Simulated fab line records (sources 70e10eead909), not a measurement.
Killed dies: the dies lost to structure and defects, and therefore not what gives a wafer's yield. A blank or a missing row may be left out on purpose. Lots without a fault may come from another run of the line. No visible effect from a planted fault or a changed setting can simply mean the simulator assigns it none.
Struck lot and sound lot, side by side	flow nand-harc	20 steps out of a route of 1159
Sound: the wafers L686.1, L686.4, L686.6. Wafers struck: L696.2, L696.3, L696.4. Last of all comes the cause.
At each step with rows: each side's tool, then ch and its chambers, then its first start. Under that, the readings that differ: sound wafers	struck wafers	difference of the means	sigmas: that difference in standard deviations of wafers without a fault.
alike: same words and numbers on both sides, and readings whose means sit less than 2 such deviations apart. not compared: any withheld reading, any reading some wafer has no value for, any bound like >300 that may hide the same value, and any number with overlapping values for which the record gives no deviation.
The two part at a step that has a row with sigmas, a row that says differs or no value, or rows on one side only. Numbers that have no deviation but don't overlap get no sigmas and don't part them. A reading that every wafer of one side lacks parts them only if that side has two wafers or more.

NHARC_P_ZERO_WELL_CD_MEAS_11 targets a cd of 500 nm.
  sound on cd-sem-03 ch 0, day 1 13:07; struck on cd-sem-02 ch 0, day 4 01:16
  alike: cd-nm
then, 1 step without rows for these wafers: NHARC_P_ZERO_WELL_HARDBAKE_12 (time 65 s).
NHARC_P_ZERO_WELL_DESCUM_13: chemistry O2, time 3 s.
  sound on rie-diel-07 ch 1,3, day 1 13:17; struck on rie-diel-09 ch 0,1,3, day 4 01:26
  alike: drypump-motor-current-A, oes-product-au, rf-vpp-V, showerhead-plenum-p-Torr, throttle-valve-pct
  not compared: rf-hours-counter-h
NHARC_P_ZERO_WELL_ETCH_65: etches the open film in N2/H2, target depth 80 nm, overetch 24 nm, time 87.88 s.
  sound on rie-diel-07 ch 1,3, day 1 13:23; struck on rie-diel-09 ch 1,2,3, day 4 01:31
reading	sound	struck	difference	sigmas
drypump-motor-current-A (A)	5.0 5.5 5.0	6.1 6.2 5.7	+0.8	+2
  alike: h2-flow-sccm, oes-product-au, rf-vpp-V, showerhead-plenum-p-Torr, throttle-valve-pct
  not compared: rf-hours-counter-h
NHARC_P_ZERO_WELL_ETCH_62: etches the open film in CHF3/Ar, target depth 13 nm, time 6.5 s.
  sound on rie-diel-07 ch 1,2,3; struck on rie-diel-09 ch 0,1,2
reading	sound	struck	difference	sigmas
drypump-motor-current-A (A)	5.6 5.6 5.0	6.5 6.2 6.1	+0.9	+2
  alike: oes-product-au, rf-vpp-V, showerhead-plenum-p-Torr, throttle-valve-pct
  not compared: rf-hours-counter-h
NHARC_P_ZERO_WELL_ETCH_63: etches the open film in HBr/Cl2, target depth 120 nm, time 40.1 s.
  sound on rie-si-01 ch 0,2, day 1 13:34; struck on rie-si-01 ch 1,2,3, day 4 01:41
  alike: drypump-motor-current-A, hbr-flow-sccm, oes-product-au, throttle-valve-pct
  not compared: rf-hours-counter-h
then, 6 steps without rows for these wafers: NHARC_P_ZERO_WELL_STRIP_15 (strips in SPM, time 900 s); NHARC_P_ZERO_WELL_DEHYDRATE_16 (time 120 s); NHARC_P_ZERO_WELL_HMDS_17 (time 30 s); NHARC_P_ZERO_WELL_COAT_18; NHARC_P_ZERO_WELL_SOFTBAKE_19 (time 95 s); NHARC_P_ZERO_WELL_EBR_20.
NHARC_P_ZERO_WELL_EXPOSE_21: exposes mask P NWELL, target cd 720 nm.
  sound on krf-scanner-02 ch 0, day 1 14:22; struck on krf-scanner-02 ch 0, day 4 02:28
reading	sound	struck	difference	sigmas
mask	P_NWELL#0 P_NWELL#0 P_NWELL#0	P_NWELL_R1#0 P_NWELL_R1#0 P_NWELL_R1#0	differs	
then, 2 steps without rows for these wafers: NHARC_P_ZERO_WELL_PEB_22 (peb time 85 s); NHARC_P_ZERO_WELL_DEVELOP_23 (time 70 s).
NHARC_P_ZERO_WELL_CD_MEAS_24 targets a cd of 720 nm.
  sound on cd-sem-03 ch 0, day 1 14:31; struck on cd-sem-01 ch 0, day 4 02:37
reading	sound	struck	difference	sigmas
cd-nm (nm)	721.3 722.0 724.2	715.6 715.3 715.0	-7.2	-3
then, 1 step without rows for these wafers: NHARC_P_ZERO_WELL_HARDBAKE_25 (time 80 s).
NHARC_P_ZERO_WELL_DESCUM_26: chemistry O2, time 3 s.
  sound on rie-diel-07 ch 2,3, day 1 14:42; struck on rie-diel-07 ch 0,2,3, day 4 02:47
reading	sound	struck	difference	sigmas
model.P_ZERO_WELL.cd-nm (nm)	721.1 721.8 723.8	715.4 715.3 715.3	-6.9	
  alike: drypump-motor-current-A, oes-product-au, rf-vpp-V, showerhead-plenum-p-Torr, throttle-valve-pct
  not compared: rf-hours-counter-h
following that, these wafers have no rows for 1 step: NHARC_P_ZERO_WELL_IMPLANT_27.
-- break in the record here, with 17 days between the starts of the struck wafers on either side (left off in module P_ZERO_WELL, picked up again in module END, where the first step shown is number 1159 on the route) --
NHARC_END_SORT_01:
  the record has rows for the struck wafers here (prober-01 ch 0, day 21 04:42) and none for the sound ones

## WHERE THEY PART
At NHARC_P_ZERO_WELL_ETCH_65 first; at NHARC_END_SORT_01 last (within this record only).

WHY: whatever the simulator had introduced
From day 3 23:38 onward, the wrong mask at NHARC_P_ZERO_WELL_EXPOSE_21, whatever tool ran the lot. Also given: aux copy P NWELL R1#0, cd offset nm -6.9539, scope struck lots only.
